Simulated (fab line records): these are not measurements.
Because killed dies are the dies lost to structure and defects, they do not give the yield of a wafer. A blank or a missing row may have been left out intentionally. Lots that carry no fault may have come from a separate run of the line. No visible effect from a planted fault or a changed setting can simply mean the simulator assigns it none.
fab line records | flow nandHarc
[record] lots = 13 | wafers = 39 | lastDay = 25
route steps=1159 shown P_BONDPAD@375 A_ONON_D1@442 A_CHANNEL_HOLE_D1@463 END@1159
lots untouched by any fault: they come from a run of this same line in which no faults occurred
startH: hours from the record's first day to the start of the lot's first wafer shown | waitH: time in hours since the lot's previous step | " the same as in the row above | L1.1+2: several wafers, shown together as one row | - either no value or no given start | * or withheld: withheld | < > ~ a bound
route shown NAME@n: a module of which the file shows steps, and the number in the route of the first | usual: mean/standard deviation of fault-free wafers | same: alike in all rows | chamber/n: place in a boat | sites: the reading at each site | _std_site: how widely they spread, as a standard deviation | _edge_site: the outer-site mean with the inner-site mean subtracted | radiusMm: for every site, how far away it sits from the centre of the wafer | mask NAME#n: copy n | behind: the most recent tool/chamber to have shaped the wafer | hold: why the lot was held/for how many hours/how that ended | device: names the non-switching transistor (n, p or np) | end of line: tests of these same wafers at the route's end | where a step has no rows: the recipe by itself | killed: count of dies lost to structure and defects at first sort (not the wafer's yield) | map: shows each die of a wafer: x if killed, . if not, _ if none is there
set.NAME: the setting the step ran with; set.NAME@STEP: the setting that earlier step ran with | model.NAME: the simulator's own value behind a step, which no gauge read
one table for each step of the route and one row for each wafer, over a sample of lots
services: a tool's chamber out of use, with start hour (startH, from the record's first day; less than 0 if before it), hours out, and reason
[[steps]]
[step NHARC_P_BONDPAD_PRE_CLEAN_26]
[recipe] timeS = 30 | tempC = 280 | gas = H2/He
[usual] heaterPowerW = 390/26
lot.wafer | tool          | chamber | startH | waitH | heaterPowerW
L809.2    | pvdSputter-01 | -       | -      | -     | 432
L809.4    | "             | -       | "      | "     | 399
L809.5    | "             | -       | "      | "     | 440
L810.1    | pvdSputter-03 | -       | -      | -     | 340
L810.2    | "             | -       | "      | "     | 366
L810.5    | "             | -       | "      | "     | 410
L816.2    | pvdSputter-03 | -       | -      | -     | 360
L816.3    | "             | -       | "      | "     | 387
L816.5    | "             | -       | "      | "     | 408
L815.3    | pvdSputter-03 | -       | -      | -     | 359
L815.2    | "             | -       | "      | "     | 380
L815.5    | "             | -       | "      | "     | 356
L819.2    | pvdSputter-02 | -       | -      | -     | 413
L819.1    | "             | -       | "      | "     | 415
L819.6    | "             | -       | "      | "     | 375
L818.1    | pvdSputter-03 | -       | -      | -     | 361
L818.2    | "             | -       | "      | "     | 408
L818.3    | "             | -       | "      | "     | 357
L822.2    | pvdSputter-01 | -       | -      | -     | 376
L822.1    | "             | -       | "      | "     | 388
L822.4    | "             | -       | "      | "     | 443
L821.4    | pvdSputter-01 | -       | -      | -     | 387
L821.3    | "             | -       | "      | "     | 433
L821.5    | "             | -       | "      | "     | 386
L824.3    | pvdSputter-03 | -       | -      | -     | 364
L824.2    | "             | -       | "      | "     | 412
L824.4    | "             | -       | "      | "     | 348
L828.3    | pvdSputter-01 | -       | -      | -     | 435
L828.2    | "             | -       | "      | "     | 446
L828.4    | "             | -       | "      | "     | 384
L829.4    | pvdSputter-01 | -       | -      | -     | 431
L829.2    | "             | -       | "      | "     | 376
L829.5    | "             | -       | "      | "     | 428
L830.1    | pvdSputter-03 | -       | -      | -     | 414
L830.4    | "             | -       | "      | "     | 363
L830.3    | "             | -       | "      | "     | 386
L831.3    | pvdSputter-01 | -       | -      | -     | 389
L831.4    | "             | -       | "      | "     | 424
L831.6    | "             | -       | "      | "     | 448
[step NHARC_A_ONON_D1_DEP_25]
[recipe] targetThkA = 10000 | n2FlowSccm = 2750 | n2oFlowSccm = 2000 | nh3FlowSccm = 500 | sih4FlowSccm = 210 | tempC = 400
[usual] n2oFlowSccm = 2000/5.7
lot.wafer | tool         | chamber | startH | waitH | n2oFlowSccm
L809.2    | pecvdOnon-03 | 0       | 166.39 | 0.1   | 2000
L809.4    | "            | 0       | "      | "     | 1996
L809.5    | "            | 0       | "      | "     | 2003
L810.1    | pecvdOnon-02 | 0       | 181.47 | 0.1   | 1996
L810.2    | "            | 0       | "      | "     | 1996
L810.5    | "            | 0       | "      | "     | 2002
L816.2    | pecvdOnon-01 | 0       | 212.00 | 0.1   | 2001
L816.3    | "            | 0       | "      | "     | 1994
L816.5    | "            | 0       | "      | "     | 1998
L815.2    | pecvdOnon-03 | 0       | 212.02 | 0.1   | 1999
L815.3    | "            | 0       | "      | "     | 2000
L815.5    | "            | 0       | "      | "     | 2002
L818.1    | pecvdOnon-03 | 0       | 227.97 | 0.1   | 1999
L818.2    | "            | 0       | "      | "     | 1995
L818.3    | "            | 0       | "      | "     | 1999
L819.1    | pecvdOnon-02 | 0       | 227.98 | 0.1   | 2003
L819.2    | "            | 0       | "      | "     | 2007
L819.6    | "            | 0       | "      | "     | 2001
L822.1    | pecvdOnon-02 | 0       | 250.74 | 0.1   | 1993
L822.2    | "            | 0       | "      | "     | 1999
L822.4    | "            | 0       | "      | "     | 1991
L821.3    | pecvdOnon-03 | 0       | 250.99 | 0.2   | 2001
L821.4    | "            | 0       | "      | "     | 1999
L821.5    | "            | 0       | "      | "     | 1998
L824.2    | pecvdOnon-02 | 0       | 260.51 | 0.1   | 1993
L824.3    | "            | 0       | "      | "     | 1993
L824.4    | "            | 0       | "      | "     | 1991
L828.2    | pecvdOnon-03 | 0       | 300.48 | 0.1   | 2011
L828.3    | "            | 0       | "      | "     | 2010
L828.4    | "            | 0       | "      | "     | 1998
L830.1    | pecvdOnon-01 | 0       | 300.57 | 0.1   | 1996
L830.3    | "            | 0       | "      | "     | 1995
L830.4    | "            | 0       | "      | "     | 1994
L829.2    | pecvdOnon-03 | 0       | 300.84 | 0.1   | 1998
L829.4    | "            | 0       | "      | "     | 1996
L829.5    | "            | 0       | "      | "     | 2001
L831.3    | pecvdOnon-03 | 0       | 322.09 | 0.2   | 1996
L831.4    | "            | 0       | "      | "     | 1998
L831.6    | "            | 0       | "      | "     | 2003
[step NHARC_A_ONON_D1_THK_MEAS_27]
[recipe] thkMeasGauge = ellipsometry
[usual] thkNm = 1001/8.4
lot.wafer | tool         | chamber | startH | waitH | thkNm
L809.2    | filmMetro-02 | -       | 166.84 | -     | 1016
L809.4    | "            | -       | "      | "     | 1015
L809.5    | "            | -       | "      | "     | 1015
L810.1    | filmMetro-01 | -       | 181.99 | -     | 1004
L810.2    | "            | -       | "      | "     | 1006
L810.5    | "            | -       | "      | "     | 1006
L816.2    | filmMetro-01 | -       | 212.45 | -     | 1003
L816.3    | "            | -       | "      | "     | 1003
L816.5    | "            | -       | "      | "     | 1004
L815.2    | filmMetro-01 | -       | 212.47 | -     | 992
L815.3    | "            | -       | "      | "     | 995
L815.5    | "            | -       | "      | "     | 993
L818.1    | filmMetro-01 | -       | 228.48 | -     | 995
L818.2    | "            | -       | "      | "     | 995
L818.3    | "            | -       | "      | "     | 993
L819.1    | filmMetro-02 | -       | 228.50 | -     | 986
L819.2    | "            | -       | "      | "     | 986
L819.6    | "            | -       | "      | "     | 987
L822.1    | filmMetro-01 | -       | 251.28 | -     | 1007
L822.2    | "            | -       | "      | "     | 1008
L822.4    | "            | -       | "      | "     | 1006
L821.3    | filmMetro-02 | -       | 251.39 | -     | 1007
L821.4    | "            | -       | "      | "     | 1006
L821.5    | "            | -       | "      | "     | 1007
L824.2    | filmMetro-02 | -       | 260.97 | -     | 986
L824.3    | "            | -       | "      | "     | 987
L824.4    | "            | -       | "      | "     | 987
L828.2    | filmMetro-01 | -       | 300.93 | -     | 999
L828.3    | "            | -       | "      | "     | 1169
L828.4    | "            | -       | "      | "     | 1166
L830.1    | filmMetro-02 | -       | 301.08 | -     | 1015
L830.3    | "            | -       | "      | "     | 1015
L830.4    | "            | -       | "      | "     | 1013
L829.2    | filmMetro-01 | -       | 301.29 | -     | 998
L829.4    | "            | -       | "      | "     | 1167
L829.5    | "            | -       | "      | "     | 1000
L831.3    | filmMetro-02 | -       | 322.51 | -     | 1163
L831.4    | "            | -       | "      | "     | 1162
L831.6    | "            | -       | "      | "     | 1163
[step NHARC_A_CHANNEL_HOLE_D1_OVL_MEAS_11]
[usual] overlayXNm = -0.1/0.84 | overlayYNm = 0.3/0.78
lot.wafer | tool       | chamber | startH | waitH | overlayXNm | overlayYNm
L809.2    | overlay-01 | -       | 171.89 | -     | -1.3       | 0.7
L809.4    | "          | -       | "      | "     | -0.8       | 1.1
L809.5    | "          | -       | "      | "     | -1.4       | 1.0
L810.1    | overlay-02 | -       | 187.32 | -     | 0.8        | 1.2
L810.2    | "          | -       | "      | "     | 0.5        | 0.9
L810.5    | "          | -       | "      | "     | 0.5        | 0.4
L816.2    | overlay-01 | -       | 216.46 | -     | 0.6        | 0.6
L816.3    | "          | -       | "      | "     | 0.5        | 1.0
L816.5    | "          | -       | "      | "     | 0.6        | 1.1
L815.2    | overlay-02 | -       | 217.18 | -     | -0.6       | -0.2
L815.3    | "          | -       | "      | "     | -0.6       | -0.3
L815.5    | "          | -       | "      | "     | -0.4       | 0.4
L818.1    | overlay-02 | -       | 232.40 | -     | -0.4       | 0.9
L818.2    | "          | -       | "      | "     | -0.3       | 0.7
L818.3    | "          | -       | "      | "     | 0.1        | 1.0
L819.1    | overlay-02 | -       | 234.24 | -     | -0.3       | 0.7
L819.2    | "          | -       | "      | "     | 0.3        | 0.9
L819.6    | "          | -       | "      | "     | -0.4       | 0.5
L822.1    | overlay-02 | -       | 256.81 | -     | -0.1       | -0.4
L822.2    | "          | -       | "      | "     | 0.2        | -0.3
L822.4    | "          | -       | "      | "     | 0.6        | -0.2
L821.3    | overlay-02 | -       | 257.22 | -     | 0.5        | 0.3
L821.4    | "          | -       | "      | "     | 0.2        | 0.3
L821.5    | "          | -       | "      | "     | -0.2       | 0.2
L824.2    | overlay-01 | -       | 266.07 | -     | -0.6       | -0.7
L824.3    | "          | -       | "      | "     | -0.3       | -0.7
L824.4    | "          | -       | "      | "     | -0.6       | -0.4
L828.2    | overlay-02 | -       | 308.40 | -     | 0.1        | 1.1
L830.1    | overlay-02 | -       | 308.89 | -     | 0.7        | 0.0
L830.3    | "          | -       | "      | "     | 0.5        | -1.1
L830.4    | "          | -       | "      | "     | 1.0        | -0.2
L829.2    | overlay-02 | -       | 310.09 | -     | -2.5       | -0.7
L829.5    | "          | -       | "      | "     | -2.3       | -0.6
[step NHARC_A_CHANNEL_HOLE_D1_ETCH_34]
[recipe] targetDepthA = 1540 | timeS = 77 | cf4FlowSccm = 100 | chf3FlowSccm = 30 | arFlowSccm = 0 | rfW = 500 | biasW = 200 | chemistry = CF4/CHF3
[usual] chf3FlowSccm = 30.00/0.084 | drypumpMotorCurrentA = 5.6/0.33 | oesProductAu = 0.947/0.027 | rfVppV = 370.5/2.1 | showerheadPlenumPTorr = 1.57/0.054 | throttleValvePct = 16.802/0.0089
lot.wafer | tool       | chamber | startH | waitH | chf3FlowSccm | drypumpMotorCurrentA | oesProductAu | rfHoursCounterH | rfVppV | showerheadPlenumPTorr | throttleValvePct
L809.4    | rieDiel-04 | 1       | -      | -     | 29.88        | 5.5                  | 0.950        | 5               | 368.9  | 1.50                  | 16.801
L809.2    | "          | 3       | "      | "     | 30.01        | 5.3                  | 0.942        | 4               | 368.6  | 1.52                  | 16.802
L809.5    | "          | 0       | "      | "     | 29.95        | 5.7                  | 0.962        | -               | 372.1  | 1.61                  | 16.813
L810.1    | rieDiel-05 | 2       | -      | -     | 29.83        | 5.7                  | 0.995        | 1               | 369.3  | 1.49                  | 16.807
L810.2    | "          | 3       | "      | "     | 30.22        | 6.2                  | 0.977        | 1               | 372.7  | 1.64                  | 16.800
L810.5    | "          | 1       | "      | "     | 29.97        | 5.2                  | 0.960        | -               | 370.7  | 1.57                  | 16.808
L816.2    | rieDiel-02 | 2       | -      | -     | 30.24        | 4.8                  | 0.966        | 3               | 374.3  | 1.64                  | 16.789
L816.3    | "          | 0       | "      | "     | 29.94        | 6.2                  | 0.948        | 2               | 371.3  | 1.59                  | 16.806
L816.5    | "          | 2       | "      | "     | 30.06        | 4.9                  | 0.965        | -               | 372.1  | 1.64                  | 16.813
L815.2    | rieDiel-04 | 3       | -      | -     | 30.04        | 5.3                  | 0.920        | 8               | 369.0  | 1.52                  | 16.833
L815.3    | "          | 0       | "      | "     | 29.94        | 5.7                  | 0.925        | 7               | 372.4  | 1.61                  | 16.808
L815.5    | "          | 2       | "      | "     | 30.08        | 5.9                  | 0.923        | -               | 373.7  | 1.64                  | 16.800
L818.2    | rieDiel-05 | 0       | -      | -     | 29.97        | 5.7                  | 0.978        | 5               | 369.5  | 1.56                  | 16.797
L818.3    | "          | 1       | "      | "     | 29.97        | 5.2                  | 0.982        | 4               | 370.8  | 1.57                  | 16.801
L818.1    | "          | 2       | "      | "     | 30.05        | 5.7                  | 0.975        | 5               | 368.2  | 1.48                  | 16.819
L819.2    | rieDiel-04 | 0       | -      | -     | 29.95        | 5.7                  | 0.942        | 8               | 370.1  | 1.61                  | 16.794
L819.1    | "          | 1       | "      | "     | 29.97        | 5.6                  | 0.933        | 8               | 368.5  | 1.50                  | 16.809
L819.6    | "          | 2       | "      | "     | 30.03        | 5.9                  | 0.935        | -               | 372.3  | 1.64                  | 16.800
L822.2    | rieDiel-05 | 2       | -      | -     | 30.11        | 5.7                  | 0.920        | 6               | 369.0  | 1.48                  | 16.796
L822.1    | "          | 0       | "      | "     | 30.02        | 5.7                  | 0.915        | 7               | 369.1  | 1.56                  | 16.800
L822.4    | "          | 2       | "      | "     | 29.93        | 5.7                  | 0.921        | -               | 367.1  | 1.48                  | 16.813
L821.4    | rieDiel-04 | 0       | -      | -     | 29.87        | 5.7                  | 0.940        | 10              | 372.1  | 1.61                  | 16.810
L821.3    | "          | 1       | "      | "     | 29.95        | 5.5                  | 0.933        | 10              | 367.9  | 1.50                  | 16.807
L821.5    | "          | 2       | "      | "     | 29.92        | 5.9                  | 0.925        | -               | 374.6  | 1.64                  | 16.781
L824.4    | rieDiel-02 | 2       | -      | -     | 30.05        | 4.9                  | 0.912        | 6               | 372.7  | 1.64                  | 16.807
L824.3    | "          | 3       | "      | "     | 29.93        | 5.6                  | 0.923        | 6               | 372.1  | 1.59                  | 16.806
L824.2    | "          | 1       | "      | "     | 29.90        | 6.0                  | 0.924        | 5               | 371.4  | 1.58                  | 16.805
L828.2    | rieDiel-02 | 0       | -      | -     | 29.96        | 6.2                  | 0.912        | 7               | 370.9  | 1.58                  | 16.807
L830.1    | rieDiel-04 | 3       | -      | -     | 30.06        | 5.3                  | 0.967        | 0               | 368.8  | 1.52                  | 16.801
L830.3    | "          | 0       | "      | "     | 29.90        | 5.7                  | 0.981        | 0               | 372.4  | 1.61                  | 16.802
L830.4    | "          | 1       | "      | "     | 29.98        | 5.5                  | 0.984        | 0               | 368.4  | 1.50                  | 16.796
L829.2    | rieDiel-02 | 0       | -      | -     | 30.06        | 6.3                  | 0.911        | 7               | 371.5  | 1.58                  | 16.806
L829.5    | "          | 0       | "      | "     | 30.17        | 6.2                  | 0.903        | -               | 370.0  | 1.58                  | 16.798
[step NHARC_END_SORT_01]
[recipe] tempC = 25
[usual] killedAtArray = 27/10 | killedAtOther = 0.6/0.83 | killedAtPeriphery = 2.4/1.8 | killedDies = 30/10 | killedOpen = 3.3/1.7 | killedShort = 1.8/1.4
[same] grossDies = 677
lot.wafer | tool      | chamber | startH | waitH | killedAtArray | killedAtOther | killedAtPeriphery | killedDies | killedOpen | killedShort
L828.2    | prober-01 | 0       | 571.61 | 2.8   | 17            | 4             | 2                 | 23         | 8          | 2
L828.3    | prober-01 | 0       | 572.40 | 3.1   | 672           | 2             | 3                 | 677        | 4          | 1
L828.4    | prober-01 | 0       | 573.19 | 3.4   | 674           | 0             | 3                 | 677        | 6          | 1
L829.2    | prober-02 | 0       | 579.34 | 2.8   | 22            | 1             | 7                 | 30         | 6          | 1
L829.4    | prober-02 | 0       | 580.94 | 3.4   | 664           | 1             | 12                | 677        | 3          | 1
L829.5    | prober-02 | 0       | 581.73 | 3.7   | 25            | 2             | 3                 | 30         | 3          | 2
L831.3    | prober-02 | 0       | 587.94 | 3.1   | 675           | 1             | 1                 | 677        | 5          | 0
L831.4    | prober-02 | 0       | 588.73 | 3.4   | 675           | 1             | 1                 | 677        | 3          | 2
L831.6    | prober-02 | 0       | 590.32 | 4.0   | 671           | 2             | 4                 | 677        | 2          | 1
// killed by level:class
L828.2 A_CHANNEL_HOLE_D1:chamberFilmFlake=4 THIN_TSV:chamberFilmFlake=4 A_CONTACT:geometricParticle:open=2 A_STAIRCASE:chamberFilmFlake=2 P_GATE:geometricParticle:open=1 A_SOURCE_PLATE:geometricParticle:open=1 A_CHANNEL_HOLE_D1:geometricParticle:open=1 A_CHANNEL_FILL_D1:geometricParticle:open=1
L828.3 A_ONON_D1:areaDep=652 A_CHANNEL_HOLE_D1:chamberFilmFlake=9 A_CONTACT:chamberFilmFlake=6 P_GATE:chamberFilmFlake=2 P_CONTACT:geometricParticle:open=1 A_CHANNEL_FILL_D1:geometricParticle:short=1 A_CONTACT:geometricParticle:open=1 A_M0:geometricParticle:open=1
L828.4 A_ONON_D1:areaDep=655 A_CHANNEL_HOLE_D1:chamberFilmFlake=9 A_STAIRCASE:chamberFilmFlake=3 A_CONTACT:geometricParticle:open=2 A_CONTACT:chamberFilmFlake=2 P_GATE:geometricParticle:open=1 P_CONTACT:geometricParticle:open=1 A_ONON_D1:geometricParticle:open=1
L829.2 A_CHANNEL_HOLE_D1:chamberFilmFlake=7 P_M2:chamberFilmFlake=5 A_SGD_CUT:chamberFilmFlake=4 A_CONTACT:chamberFilmFlake=3 A_CONTACT:geometricParticle:open=2 A_SOURCE_PLATE:geometricParticle:open=1 A_CHANNEL_FILL_D1:geometricParticle:open=1 A_CHANNEL_FILL_D1:geometricParticle:short=1
L829.4 A_ONON_D1:areaDep=648 A_CHANNEL_HOLE_D1:chamberFilmFlake=8 P_M2:chamberFilmFlake=7 P_GATE:chamberFilmFlake=3 A_CONTACT:chamberFilmFlake=3 P_GATE:geometricParticle:open=1 A_WL_FILL:geometricParticle:short=1 A_CONTACT:geometricParticle:open=1
L829.5 A_CHANNEL_HOLE_D1:chamberFilmFlake=10 A_CONTACT:chamberFilmFlake=5 A_SGD_CUT:chamberFilmFlake=4 P_M2:chamberFilmFlake=3 A_M0:geometricParticle:open=2 THIN_TSV:chamberFilmFlake=2 A_CHANNEL_FILL_D1:geometricParticle:short=1 A_CONTACT:geometricParticle:open=1
L831.3 A_ONON_D1:areaDep=641 A_SLIT:chamberFilmFlake=23 A_CONTACT:geometricParticle:open=4 A_CONTACT:chamberFilmFlake=3 A_ZERO_WELL:chamberFilmFlake=2 A_CHANNEL_FILL_D1:geometricParticle:open=1 P_GATE:chamberFilmFlake=1 A_CHANNEL_HOLE_D1:chamberFilmFlake=1
L831.4 A_ONON_D1:areaDep=648 A_SLIT:chamberFilmFlake=18 A_CHANNEL_FILL_D1:geometricParticle:short=2 A_CONTACT:chamberFilmFlake=2 A_CHANNEL_FILL_D1:geometricParticle:open=1 A_CONTACT:geometricParticle:open=1 A_M0:geometricParticle:open=1 P_STI:chamberFilmFlake=1
L831.6 A_ONON_D1:areaDep=641 A_SLIT:chamberFilmFlake=23 P_STI:chamberFilmFlake=3 A_ZERO_WELL:chamberFilmFlake=2 A_CONTACT:chamberFilmFlake=2 THIN_TSV:chamberFilmFlake=2 P_GATE:geometricParticle:short=1 A_ONON_D1:geometricParticle:open=1
[[services]]
tool          | chamber | startH | hours | kind
pecvdOnon-02  | -       | 111.27 | 13.0  | pm
rieDiel-04    | -       | 112.21 | 9.0   | pm
rieDiel-04    | 0       | 112.21 | 9.0   | ventCycle
rieDiel-04    | 1       | 112.21 | 9.0   | ventCycle
rieDiel-04    | 2       | 112.21 | 9.0   | ventCycle
rieDiel-04    | 3       | 112.21 | 9.0   | ventCycle
rieDiel-04    | 0       | 121.21 | -     | clean
rieDiel-04    | 2       | 127.93 | 14.5  | repair
rieDiel-02    | -       | 150.79 | 9.0   | pm
rieDiel-04    | -       | 151.19 | 0.1   | repair
pecvdOnon-03  | -       | 153.25 | 13.0  | pm
pvdSputter-01 | -       | 158.00 | 10.0  | pm
rieDiel-05    | -       | 163.60 | 9.0   | pm
pecvdOnon-01  | -       | 195.12 | 13.0  | pm
pvdSputter-02 | -       | 214.00 | 10.0  | pm
rieDiel-05    | 3       | 255.04 | 18.0  | repair
pvdSputter-02 | -       | 259.86 | 11.5  | repair
pvdSputter-01 | -       | 265.69 | 5.6   | repair
pvdSputter-03 | -       | 273.65 | 14.9  | repair
rieDiel-02    | -       | 281.02 | 1.1   | repair
rieDiel-04    | -       | 289.21 | 9.0   | pm
pecvdOnon-02  | -       | 292.27 | 13.0  | pm
rieDiel-05    | 3       | 307.02 | 3.6   | repair
pvdSputter-02 | -       | 311.53 | 2.9   | repair
[[key]]
[firstSign] step = NHARC_A_ONON_D1_THK_MEAS_27 | reading = thkNm | direction = up | sigmas = 20 | usual = 1001 | struck = 1165
[effect] step = NHARC_END_SORT_01 | reading = killedDies | direction = up | sigmas = 63 | usual = 30 | struck = 677
[moreKillsBornAt] NHARC_A_ONON_D1_DEP_25@pecvdOnon-03 = 3885
metAt NHARC_A_ONON_D1_DEP_25
struckLots L828,L829,L831
struckWafers L828.3,L828.4,L829.4,L831.3,L831.4,L831.6
laterRowsLeftOut L828.3,L828.4,L829.4,L831.3,L831.4,L831.6
testerLeftOut L828,L829,L831
notActingAt NHARC_P_BONDPAD_PRE_CLEAN_26,NHARC_A_CHANNEL_HOLE_D1_OVL_MEAS_11,NHARC_A_CHANNEL_HOLE_D1_ETCH_34
[fault] kind = processParameterDrift | tool = pecvdOnon-03 | chamber = - | onsetH = 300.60 | steps = NHARC_A_ONON_D1_DEP_25 | channel = targetThkA | offset = * | shape = step | endH = 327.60 | scope = struckWafersOnly | actsIn = * | stated = *
// testerLeftOut: of these lots the tester's yield and bins aren't shown, on N5 and GAA mostly nor the transistor test; their killed dies are dies lost to structure and defects alone, not to doping, threshold or leakage, so they don't give the yield
// laterRowsLeftOut: the simulator's readings of these wafers behind a module that went badly wrong aren't trusted and aren't shown, but for the sort
